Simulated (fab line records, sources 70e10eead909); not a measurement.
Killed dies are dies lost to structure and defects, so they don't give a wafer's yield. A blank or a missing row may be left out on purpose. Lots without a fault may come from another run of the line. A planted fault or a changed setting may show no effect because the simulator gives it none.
Which tool did it? | flow nand_harc | 12 lots, 36 wafers sampled, at 4 steps of a route of 1159

WHAT THE GAUGES READ, wafer by wafer
NHARC_A_CHANNEL_HOLE_D1_INSPECT_12.
lot  | measured     | on                | raw_defect_count
L075 | day 8 13:24  | defect_inspect-02 | 10 8 11
L077 | day 9 03:10  | defect_inspect-01 | 6 4 2
L079 | day 9 02:26  | defect_inspect-02 | 2 5 6
L081 | day 9 21:50  | defect_inspect-01 | 4 13 4
L083 | day 10 16:04 | defect_inspect-01 | 3 2 9
L087 | day 11 14:40 | defect_inspect-01 | 5 7 6
L086 | day 11 15:27 | defect_inspect-01 | 5 3 7
L089 | day 12 03:57 | defect_inspect-02 | 3 3 1
L091 | day 12 10:02 | defect_inspect-01 | 5 4 6
L093 | day 12 18:19 | defect_inspect-01 | 6 8 2
L095 | day 13 11:07 | defect_inspect-01 | 6 3 6
L096 | day 13 23:34 | defect_inspect-01 | 2 6 5

WHICH TOOL RAN EACH LOT (tool, then ch and the chambers of the sampled wafers, then the start)
lot  | NHARC_P_BONDPAD_ETCH_24                       | NHARC_P_BONDPAD_PRE_CLEAN_26            | NHARC_A_CHANNEL_HOLE_D1_DEP_01
L075 | rie_diel-13 ch 1,2,3, day 8 12:35 or earlier  | pvd_sputter-02, day 8 12:35 or earlier  | pecvd-04 ch 0,1,2, day 8 12:35
L077 | rie_diel-04 ch 0,1, day 9 02:18 or earlier    | pvd_sputter-02, day 9 02:18 or earlier  | pecvd-02 ch 1,2, day 9 02:18
L079 | rie_diel-13 ch 0,1,2, day 9 01:37 or earlier  | pvd_sputter-02, day 9 01:37 or earlier  | pecvd-04 ch 0,2, day 9 01:37
L081 | rie_diel-13 ch 0,3, day 9 21:01 or earlier    | pvd_sputter-03, day 9 21:01 or earlier  | pecvd-04 ch 0,2, day 9 21:01
L083 | rie_diel-13 ch 0,3, day 10 15:14 or earlier   | pvd_sputter-02, day 10 15:14 or earlier | pecvd-01 ch 0,1, day 10 15:14
L087 | rie_diel-13 ch 0,1,2, day 11 13:49 or earlier | pvd_sputter-01, day 11 13:49 or earlier | pecvd-04 ch 0,2, day 11 13:49
L086 | rie_diel-13 ch 1,2,3, day 11 14:40 or earlier | pvd_sputter-01, day 11 14:40 or earlier | pecvd-02 ch 0,1,2, day 11 14:40
L089 | rie_diel-04 ch 0,1, day 12 03:06 or earlier   | pvd_sputter-02, day 12 03:06 or earlier | pecvd-02 ch 1,2, day 12 03:06
L091 | rie_diel-04 ch 1,2,3, day 12 09:13 or earlier | pvd_sputter-02, day 12 09:13 or earlier | pecvd-04 ch 1,2, day 12 09:13
L093 | rie_diel-05 ch 0,3, day 12 17:20 or earlier   | pvd_sputter-03, day 12 17:20 or earlier | pecvd-04 ch 0,1,2, day 12 17:20
L095 | rie_diel-13 ch 0,2, day 13 10:18 or earlier   | pvd_sputter-02, day 13 10:18 or earlier | pecvd-01 ch 0,1,2, day 13 10:18
L096 | rie_diel-04 ch 1,2,3, day 13 22:54 or earlier | pvd_sputter-01, day 13 22:54 or earlier | pecvd-02 ch 0,1, day 13 22:54
- NHARC_P_BONDPAD_ETCH_24: etches the open film in CF4/N2, target depth 30 nm, time 72.99 s.
- NHARC_P_BONDPAD_PRE_CLEAN_26: time 30 s.
- NHARC_A_CHANNEL_HOLE_D1_DEP_01: deposits SiON, target thk 140 nm.

THE ANSWER, worked out from the rows above alone
Rule: what is usual is taken from the lots themselves. Put in order of their means at a reading, lots are off if they are a third of the lots or fewer, leave a main group of 4 or more, and stand apart from it by a gap of 3 or more times the standard deviation of the main group's means; of several such gaps the widest counts. A main group whose means are all the same, to the digits that the tables above print for the reading, isn't used. A lot without any number at a reading at which 4 lots or more have one is off too. The other lots that the step has rows for count as sound.
No lot is off at any reading shown: from this, nothing can be told.

WHAT THE SIMULATOR HAD PUT IN
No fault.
